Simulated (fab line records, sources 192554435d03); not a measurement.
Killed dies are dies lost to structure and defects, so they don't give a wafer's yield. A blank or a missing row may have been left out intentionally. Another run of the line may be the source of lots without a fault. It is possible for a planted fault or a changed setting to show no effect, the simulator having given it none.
Chamber matching / flow n5 finfet / N5_BEOL_M8_CMP_52 on cmp-04: 4 sister chambers
The step polishes, stops on SiCOH lowk, t overpolish 6.9 s, target thk 80 nm. 4 wafers are shown with their chamber, then 10 later ones without.

## WAFERS WITH THEIR CHAMBER
wafer=L083.2; chamber=0; motor current A (A)=5.5
wafer=L088.5; chamber=2; motor current A (A)=5.2
wafer=L087.1; chamber=1; motor current A (A)=6.6
wafer=L087.2; chamber=3; motor current A (A)=5.3

## WAFERS WITH NO CHAMBER GIVEN
wafer=L087.6; motor current A (A)=5.8
wafer=L091.1; motor current A (A)=5.4
wafer=L091.3; motor current A (A)=5.2
wafer=L091.4; motor current A (A)=5.3
wafer=L093.1; motor current A (A)=6.3
wafer=L093.2; motor current A (A)=5.3
wafer=L093.3; motor current A (A)=5.7
wafer=L097.4; motor current A (A)=5.5
wafer=L097.5; motor current A (A)=5.5
wafer=L097.6; motor current A (A)=5.4

## EACH ONE'S CHAMBER
wafer=L087.6; from the rows above=can't be placed: 0 or 3 or 2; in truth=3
wafer=L091.1; from the rows above=can't be placed: 0 or 3 or 2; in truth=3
wafer=L091.3; from the rows above=can't be placed: 2 or 3 or 0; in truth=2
wafer=L091.4; from the rows above=can't be placed: 3 or 2 or 0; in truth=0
wafer=L093.1; from the rows above=1; in truth=1
wafer=L093.2; from the rows above=can't be placed: 3 or 2 or 0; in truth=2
wafer=L093.3; from the rows above=can't be placed: 0 or 3 or 2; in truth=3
wafer=L097.4; from the rows above=can't be placed: 0 or 3 or 2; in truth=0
wafer=L097.5; from the rows above=can't be placed: 0 or 3 or 2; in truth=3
wafer=L097.6; from the rows above=can't be placed: 0 or 3 or 2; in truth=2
Correctly placed: 1 of 10. These rows do not allow placing 9 (true chamber among the candidates in 9). Number placed wrongly: 0.
How it was worked out, from the rows above alone: a wafer's distance from a chamber is the root of the sum, over the readings, of the square of ((its reading less the chamber's mean) divided by the reading's scatter). If the next closest chamber is less than 2 further off than the closest, the wafer can't be placed; otherwise it belongs to the closest. A chamber's mean is the mean of its shown wafers. The scatter: with one shown wafer a chamber, the root of the mean of the squares of how far each hidden wafer lies from its nearest shown one.
